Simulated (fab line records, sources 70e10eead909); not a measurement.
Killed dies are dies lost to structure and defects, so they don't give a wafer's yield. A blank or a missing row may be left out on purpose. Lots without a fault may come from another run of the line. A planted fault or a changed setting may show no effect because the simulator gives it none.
Chamber matching | flow nand_harc | NHARC_P_BONDPAD_ACTIVATE_29 on rie_diel-06: 3 sister chambers
The step chemistry N2, time 60 s. 14 wafers are shown with their chamber, then 7 later ones without.

WAFERS WITH THEIR CHAMBER
wafer  | chamber | drypump_motor_current_A (A) | showerhead_plenum_p_Torr (Torr) | rf_vpp_V (V)
L075.3 | 3       | 6.0                         | 1.66                            | 62.0
L075.4 | 1       | 6.0                         | 1.80                            | 65.5
L075.5 | 0       | 5.1                         | 1.72                            | 63.3
L086.1 | 1       | 6.0                         | 1.79                            | 63.2
L086.3 | 3       | 6.1                         | 1.65                            | 63.0
L086.5 | 1       | 6.0                         | 1.79                            | 65.0
L088.2 | 0       | 5.1                         | 1.71                            | 63.4
L088.3 | 3       | 6.0                         | 1.65                            | 61.2
L088.4 | 1       | 6.0                         | 1.79                            | 62.8
L089.4 | 1       | 6.0                         | 1.79                            | 64.3
L089.5 | 0       | 5.1                         | 1.71                            | 63.3
L089.6 | 1       | 6.0                         | 1.79                            | 63.8
L090.2 | 3       | 6.0                         | 1.65                            | 63.8
L090.4 | 1       | 6.0                         | 1.79                            | 65.5

SIGNATURES (means of the wafers above)
reading                  | chamber 0 | chamber 1 | chamber 3 | scatter within a chamber
drypump_motor_current_A  | 5.100     | 6.000     | 6.025     | 0.0261
showerhead_plenum_p_Torr | 1.7133    | 1.7914    | 1.6525    | 0.00455
rf_vpp_V                 | 63.333    | 64.300    | 62.500    | 0.998
Rule: a wafer's distance from a chamber is the root of the sum, over the readings, of the square of ((its reading less the chamber's mean) divided by the reading's scatter). The wafer belongs to the nearest chamber; if the next one is less than 2 further off, it can't be placed. The scatter: the root of (the sum of the squares of (reading less its chamber's mean) over the shown wafers, divided by (wafers less chambers)).

WAFERS WITHOUT THEIR CHAMBER
wafer  | drypump_motor_current_A (A) | showerhead_plenum_p_Torr (Torr) | rf_vpp_V (V)
L090.6 | 6.0                         | 1.65                            | 64.2
L091.1 | 5.1                         | 1.71                            | 66.5
L091.2 | 6.0                         | 1.79                            | 64.5
L091.6 | 5.1                         | 1.71                            | 63.5
L095.1 | 5.1                         | 1.71                            | 64.5
L095.4 | 6.0                         | 1.65                            | 64.4
L095.6 | 6.0                         | 1.65                            | 64.1

WHICH CHAMBER EACH WENT THROUGH
wafer  | from the rows above | in truth
L090.6 | 3                   | 3
L091.1 | 0                   | 0
L091.2 | 1                   | 1
L091.6 | 0                   | 0
L095.1 | 0                   | 0
L095.4 | 3                   | 3
L095.6 | 3                   | 3
Placed correctly: 7 of 7. Can't be placed from these rows: 0. Placed wrongly: 0.
